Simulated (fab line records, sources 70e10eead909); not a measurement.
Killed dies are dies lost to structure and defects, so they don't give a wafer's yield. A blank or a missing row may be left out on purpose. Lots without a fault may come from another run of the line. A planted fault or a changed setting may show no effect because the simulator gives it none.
Chamber matching | flow nand_harc | NHARC_P_GATE_ETCH_104 on rie_diel-13: 4 sister chambers
The step etches the open film in CF4/CHF3, target depth 60 nm. 18 wafers are shown with their chamber, then 9 later ones without.

WAFERS WITH THEIR CHAMBER
wafer  | chamber | showerhead_plenum_p_Torr (Torr) | drypump_motor_current_A (A) | rf_vpp_V (V)
L074.1 | 0       | 1.59                            | 5.5                         | 371.3
L074.3 | 2       | 1.51                            | 6.1                         | 367.5
L074.6 | 3       | 1.64                            | 6.2                         | 372.7
L078.1 | 1       | 1.61                            | 5.2                         | 371.2
L078.3 | 3       | 1.64                            | 6.2                         | 374.2
L078.5 | 2       | 1.51                            | 6.0                         | 366.9
L082.3 | 1       | 1.61                            | 5.2                         | 371.8
L082.5 | 0       | 1.58                            | 5.6                         | 372.2
L082.6 | 3       | 1.64                            | 6.2                         | 373.9
L084.1 | 0       | 1.58                            | 5.6                         | 372.4
L084.3 | 2       | 1.50                            | 6.0                         | 369.3
L084.6 | 2       | 1.50                            | 6.0                         | 369.2
L087.1 | 2       | 1.50                            | 6.1                         | 368.4
L087.3 | 0       | 1.58                            | 5.5                         | 372.3
L087.5 | 2       | 1.50                            | 6.0                         | 368.6
L089.1 | 1       | 1.61                            | 5.2                         | 371.7
L089.2 | 3       | 1.64                            | 6.2                         | 372.8
L089.5 | 2       | 1.50                            | 6.0                         | 367.6

SIGNATURES (means of the wafers above)
reading                  | chamber 0 | chamber 1 | chamber 2 | chamber 3 | scatter within a chamber
showerhead_plenum_p_Torr | 1.5825    | 1.6100    | 1.5029    | 1.6400    | 0.00394
drypump_motor_current_A  | 5.550     | 5.200     | 6.029     | 6.200     | 0.0416
rf_vpp_V                 | 372.050   | 371.567   | 368.214   | 373.400   | 0.74
Rule: a wafer's distance from a chamber is the root of the sum, over the readings, of the square of ((its reading less the chamber's mean) divided by the reading's scatter). The wafer belongs to the nearest chamber; if the next one is less than 2 further off, it can't be placed. The scatter: the root of (the sum of the squares of (reading less its chamber's mean) over the shown wafers, divided by (wafers less chambers)).

WAFERS WITHOUT THEIR CHAMBER
wafer  | showerhead_plenum_p_Torr (Torr) | drypump_motor_current_A (A) | rf_vpp_V (V)
L090.1 | 1.61                            | 5.2                         | 372.4
L090.3 | 1.50                            | 6.1                         | 368.9
L090.6 | 1.64                            | 6.2                         | 373.5
L095.1 | 1.58                            | 5.6                         | 371.0
L095.2 | 1.50                            | 6.0                         | 368.4
L095.4 | 1.64                            | 6.2                         | 372.2
L097.1 | 1.50                            | 6.0                         | 367.2
L097.2 | 1.64                            | 6.2                         | 372.0
L097.6 | 1.60                            | 5.2                         | 373.3

WHICH CHAMBER EACH WENT THROUGH
wafer  | from the rows above | in truth
L090.1 | 1                   | 1
L090.3 | 2                   | 2
L090.6 | 3                   | 3
L095.1 | 0                   | 0
L095.2 | 2                   | 2
L095.4 | 3                   | 3
L097.1 | 2                   | 2
L097.2 | 3                   | 3
L097.6 | 1                   | 1
Placed correctly: 9 of 9. Can't be placed from these rows: 0. Placed wrongly: 0.
